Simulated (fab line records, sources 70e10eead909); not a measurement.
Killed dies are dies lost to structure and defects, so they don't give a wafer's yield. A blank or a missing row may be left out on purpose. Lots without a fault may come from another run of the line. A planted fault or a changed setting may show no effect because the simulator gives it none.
fab line records | flow nand_harc | part 2 of 2: steps 5 to 6 of 6
record lots=20 wafers=60 last_day=33
route steps=1302 shown A_CHANNEL_HOLE_D2@595 A_STAIRCASE@650
lots that met no fault: from a run of the same line without faults
start_h: hours from the record's first day to the start of the lot's first wafer shown | wait_h: hours since the lot's step before | " the same as in the row above | L1.1+2: a row that stands for several wafers | - no value, or no start given | * or withheld: withheld | < > ~ a bound
route shown NAME@n: a module of which the file shows steps, and the number in the route of the first | usual: mean/standard deviation of fault-free wafers | same: alike in all rows | chamber/n: place in a boat | sites: the reading at each site | _std_site: their standard deviation | _edge_site: outer sites' mean less inner sites' | radius_mm: how far each site lies from the wafer's centre | mask NAME#n: copy n | behind: the tool/chamber that last shaped the wafer | hold: why the lot was held/for how many hours/how that ended | device: the transistor (n, p or np) that didn't switch | end of line: the same wafers' tests at the end of the route | a step without rows: its recipe alone | killed: dies lost to structure and defects at the first sort, not the wafer's yield | map: a wafer's dies, x killed, . not, _ none there
set.NAME: the setting as run; set.NAME@STEP: as run at that earlier step | model.NAME: the simulator's own value behind a step, which no gauge read
steps of the route over a sample of lots; a table a step, a row a wafer
services: from which hour (start_h, from the record's first day; less than 0 if before it) a tool's chamber was out of use, for how many hours, and why
## steps
# step NHARC_A_STAIRCASE_TRIM_187
# recipe time_s=211.2 o2_flow_sccm=500 ar_flow_sccm=0 bias_w=0 chemistry=O2
# usual drypump_motor_current_A=5.9/0.41 mfc_ar_sccm=0.013/0.013 oes_product_au=0.999/0.007 rf_vpp_V=57.9/0.98 showerhead_plenum_p_Torr=3.54/0.17 throttle_valve_pct=17.035/0.0082
# same bias_w=0
# columns lot.wafer tool chamber start_h wait_h drypump_motor_current_A mfc_ar_sccm oes_product_au rf_hours_counter_h rf_vpp_V showerhead_plenum_p_Torr throttle_valve_pct
L074.3 rie_diel-12 1 352.16 0.1 5.4 0.015 1.001 25 57.4 3.79 17.045
L074.2 " 3 " " 6.3 0 0.988 22 56.4 3.47 17.040
L074.6 " 0 " " 5.7 0.030 0.984 - 58.8 3.67 17.028
L075.4 rie_diel-12 2 370.04 0.1 6.3 0 1.003 32 56.9 3.37 17.033
L075.6 " 1 " " 5.4 0.015 0.997 - 58.9 3.79 17.051
L075.5 " 2 " " 6.3 0 1.004 - 57.6 3.37 17.032
L077.4 rie_diel-11 0 387.83 0.1 5.5 0 1.005 38 56.0 3.48 17.040
L077.2 " 1 " " 5.4 0.039 0.998 44 57.6 3.63 17.036
L077.5 " 1 " " 5.4 0.039 0.998 - 57.7 3.63 17.033
L076.2 rie_diel-12 2 388.23 0.1 6.3 0 0.999 37 58.4 3.36 17.027
L076.3 " 1 " " 5.4 0.015 0.994 38 57.7 3.79 17.049
L076.6 " 2 " " 6.3 0 0.999 - 56.6 3.36 17.035
L079.1 rie_diel-12 0 397.97 0.1 5.7 0.030 0.997 38 58.2 3.66 17.030
L079.4 " 2 " " 6.3 0 0.999 39 55.8 3.36 17.046
L079.5 " 1 " " 5.4 0.015 0.995 - 58.2 3.78 17.040
L078.3 rie_diel-08 0 398.15 0.1 4.9 0 0.997 8 58.8 3.77 17.037
L078.1 " 1 " " 5.7 0 0.992 7 55.1 3.30 17.038
L078.6 " 3 " " 5.9 0.040 1.007 - 56.5 3.34 17.033
L080.4 rie_diel-12 3 427.33 0.1 6.3 0 0.999 45 57.3 3.46 17.031
L080.1 " 0 " " 5.8 0.030 0.999 46 56.9 3.65 17.023
L080.2 " 2 " " 6.3 0 1.000 50 58.1 3.36 17.034
L082.3 rie_diel-12 0 445.97 0.1 5.7 0.030 0.995 57 58.4 3.65 17.025
L082.1 " 1 " " 5.4 0.015 0.989 58 59.4 3.77 17.015
L082.5 " 3 " " 6.3 0 0.988 - 57.0 3.45 17.033
L083.3 rie_diel-11 0 455.51 0.1 5.6 0 0.989 3 57.7 3.47 17.027
L083.5 " 3 " " 5.4 0.015 0.999 - 57.5 3.33 17.041
L083.6 " 0 " " 5.6 0 0.999 - 57.7 3.47 17.027
L084.2 rie_diel-08 3 469.23 0.1 5.9 0.040 1.011 28 56.5 3.33 17.039
L084.3 " 0 " " 4.9 0 1.009 31 59.4 3.76 17.022
L084.6 " 2 " " 6.3 0.021 1.005 - 57.7 3.52 17.046
L085.2 rie_diel-08 2 469.39 0.1 6.3 0.021 1.015 28 58.3 3.52 17.048
L085.4 " 1 " " 5.7 0 1.011 30 58.0 3.29 17.043
L085.5 " 3 " " 5.9 0.040 1.008 - 56.7 3.33 17.036
L086.3 rie_diel-12 0 479.79 0.1 5.7 0.030 1.000 10 57.5 3.64 17.034
L086.5 " 3 " " 6.3 0 0.996 - 59.8 3.44 17.041
L086.6 " 0 " " 5.7 0.030 1.006 - 58.1 3.64 17.030
L087.1 rie_diel-11 3 498.48 0.1 5.4 0.015 1.009 19 57.7 3.32 17.042
L087.5 " 2 " " 6.4 0.011 0.994 - 58.6 3.80 17.034
L087.6 " 3 " " 5.3 0.015 0.998 - 57.0 3.32 17.036
L088.2 rie_diel-12 3 502.50 0.1 6.3 0 1.010 14 57.9 3.44 17.037
L088.3 " 2 " " 6.3 0 0.998 11 58.1 3.35 17.034
L088.6 " 2 " " 6.3 0 1.005 - 57.6 3.35 17.039
L090.1 rie_diel-12 3 503.02 0.1 6.3 0 0.999 14 57.7 3.44 17.038
L090.2 " 2 " " 6.3 0 0.995 12 57.8 3.35 17.032
L090.5 " 2 " " 6.3 0 0.998 - 58.1 3.35 17.023
L089.1 rie_diel-12 2 511.31 0.1 6.3 0 1.004 16 59.4 3.34 17.029
L089.5 " 1 " " 5.4 0.015 1.004 - 59.1 3.77 17.018
L089.6 " 2 " " 6.3 0 1.001 - 57.0 3.34 17.017
L092.1 rie_diel-12 0 539.28 0.1 5.7 0.030 0.991 32 57.8 3.63 17.045
L092.3 " 3 " " 6.3 0 0.990 28 57.4 3.43 17.033
L092.5 " 0 " " 5.7 0.030 0.990 - 56.4 3.63 17.034
L094.3 rie_diel-12 1 547.98 0.1 5.4 0.015 0.990 26 58.5 3.76 17.034
L094.2 " 2 " " 6.3 0 0.990 28 55.3 3.34 17.020
L094.1 " 3 " " 6.3 0 0.991 31 57.8 3.43 17.035
L093.1 rie_diel-11 2 548.13 0.1 6.4 0.011 0.999 37 58.0 3.79 17.058
L093.4 " 3 " " 5.4 0.015 1.010 39 57.1 3.31 17.033
L093.2 " 1 " " 5.5 0.039 1.005 37 58.4 3.60 17.041
L097.1 rie_diel-12 2 586.75 2.9 6.3 0 0.993 44 57.3 3.33 17.036
L097.4 " 3 " " 6.3 0 0.987 42 58.9 3.43 17.018
L097.3 " 0 " " 5.7 0.030 0.997 44 58.8 3.62 17.044
# step NHARC_A_STAIRCASE_ETCH_190
# recipe target_depth_a=1000 time_s=40.5 ion_energy_ev=400 c4f8_flow_sccm=20 o2_flow_sccm=10 ar_flow_sccm=withheld rf_w=600 bias_w=1000 chemistry=C4F8/O2
# usual bias_w=1000.1/2.8 oes_product_au=0.940/0.0098 rf_fwd_power_W=593.9/2.3 rf_vpp_V=896/6.1
# columns lot.wafer tool chamber start_h wait_h bias_w oes_product_au rf_fwd_power_W rf_hours_counter_h rf_vpp_V
L074.2 rie_diel-12 0 - - 998.3 0.946 595.1 21 900
L074.3 " 3 " " 1001.0 0.946 593.7 22 892
L074.6 " 1 " " 1003.3 0.934 592.6 - 905
L075.4 rie_diel-12 1 - - 999.5 0.938 596.6 32 904
L075.5 " 2 " " 1005.3 0.951 591.9 - 891
L075.6 " 3 " " 998.7 0.945 593.1 - 893
L077.2 rie_diel-11 3 - - 998.9 0.949 589.7 46 890
L077.4 " 1 " " 996.4 0.948 595.9 45 899
L077.5 " 3 " " 998.4 0.940 587.3 - 889
L076.2 rie_diel-12 0 - - 1002.3 0.940 592.0 36 902
L076.3 " 2 " " 996.3 0.937 590.7 37 889
L076.6 " 0 " " 1001.4 0.934 596.8 - 902
L079.1 rie_diel-12 1 - - 998.2 0.959 593.7 41 906
L079.4 " 2 " " 999.7 0.946 591.4 39 891
L079.5 " 3 " " 1001.6 0.934 596.5 - 895
L078.3 rie_diel-08 0 - - 1001.4 0.973 596.2 8 905
L078.1 " 1 " " 992.7 0.950 589.7 7 887
L078.6 " 0 " " 1002.3 0.961 595.0 - 906
L080.1 rie_diel-12 2 - - 1000.7 0.935 592.1 50 890
L080.4 " 3 " " 1002.2 0.919 598.8 45 894
L080.2 " 1 " " 1003.3 0.926 596.5 51 905
L082.3 rie_diel-12 0 - - 998.5 0.945 595.4 57 900
L082.1 " 2 " " 999.3 0.948 589.8 57 890
L082.5 " 0 " " 1000.9 0.939 595.8 - 900
L083.3 rie_diel-11 2 - - 995.0 0.946 591.0 4 907
L083.5 " 1 " " 994.0 0.960 593.2 - 900
L083.6 " 2 " " 997.0 0.938 591.9 - 905
L084.3 rie_diel-08 0 - - 998.4 0.944 596.6 31 905
L084.2 " 2 " " 998.3 0.931 594.5 28 897
L084.6 " 3 " " 998.0 0.945 594.7 - 889
L085.4 rie_diel-08 3 - - 999.2 0.935 595.8 29 889
L085.2 " 0 " " 998.2 0.926 595.1 31 905
L085.5 " 2 " " 996.9 0.933 593.2 - 895
L086.3 rie_diel-12 0 - - 1003.1 0.949 593.0 10 900
L086.6 " 3 " " 995.9 0.958 594.6 - 893
L086.5 " 0 " " 1002.7 0.945 593.5 - 900
L087.1 rie_diel-11 2 - - 999.5 0.930 591.3 17 904
L087.5 " 2 " " 996.5 0.933 591.2 - 905
L087.6 " 3 " " 997.2 0.941 588.0 - 889
L088.2 rie_diel-12 3 - - 1005.9 0.935 595.3 14 892
L088.3 " 0 " " 1000.2 0.936 597.4 15 899
L088.6 " 2 " " 999.8 0.920 592.0 - 889
L090.1 rie_diel-12 3 - - 998.3 0.932 596.8 14 894
L090.2 " 0 " " 1002.3 0.942 592.8 16 899
L090.5 " 3 " " 997.9 0.926 596.5 - 893
L089.1 rie_diel-12 0 - - 997.7 0.940 596.6 20 899
L089.5 " 2 " " 1000.7 0.956 592.0 - 889
L089.6 " 3 " " 999.5 0.932 594.5 - 892
L092.3 rie_diel-12 0 - - 1000.2 0.933 597.5 32 900
L092.1 " 2 " " 1001.6 0.938 592.9 25 890
L092.5 " 0 " " 996.5 0.932 594.7 - 898
L094.3 rie_diel-12 1 - - 1000.8 0.924 591.8 27 904
L094.2 " 2 " " 1003.1 0.941 594.7 28 890
L094.1 " 3 " " 1002.3 0.928 596.1 31 894
L093.1 rie_diel-11 0 - - 1003.0 0.935 595.5 35 893
L093.2 " 1 " " 1002.4 0.948 597.0 37 898
L093.4 " 3 " " 1000.4 0.935 589.6 39 888
L097.1 rie_diel-12 2 - - 1003.1 0.940 595.5 44 889
L097.3 " 3 " " 1002.6 0.944 594.1 43 892
L097.4 " 0 " " 1002.9 0.936 592.9 45 900
## services
# columns tool chamber start_h hours kind
rie_diel-11 0 270.23 6.3 repair
rie_diel-12 - 272.15 9.0 pm
rie_diel-12 0 272.15 9.0 vent_cycle
rie_diel-12 1 272.15 9.0 vent_cycle
rie_diel-12 2 272.15 9.0 vent_cycle
rie_diel-12 3 272.15 9.0 vent_cycle
rie_diel-12 0 281.15 - clean
rie_diel-12 1 281.15 - clean
rie_diel-12 1 281.15 - consumable_replace:focus_ring
rie_diel-12 1 281.15 - consumable_replace:showerhead
rie_diel-12 2 281.15 - clean
rie_diel-08 0 329.57 12.2 repair
rie_diel-08 3 331.33 9.0 repair
rie_diel-08 1 334.13 9.5 repair
rie_diel-08 - 370.64 9.0 pm
har_etch-02 - 380.74 17.0 pm
rie_diel-08 1 406.95 5.1 repair
rie_diel-11 - 434.40 9.0 pm
rie_diel-12 - 449.15 9.0 pm
rie_diel-11 - 463.21 0.6 repair
rie_diel-12 - 471.86 0.6 repair
rie_diel-11 2 480.29 8.2 repair
rie_diel-12 1 495.04 11.0 repair
rie_diel-08 1 498.58 30.5 repair
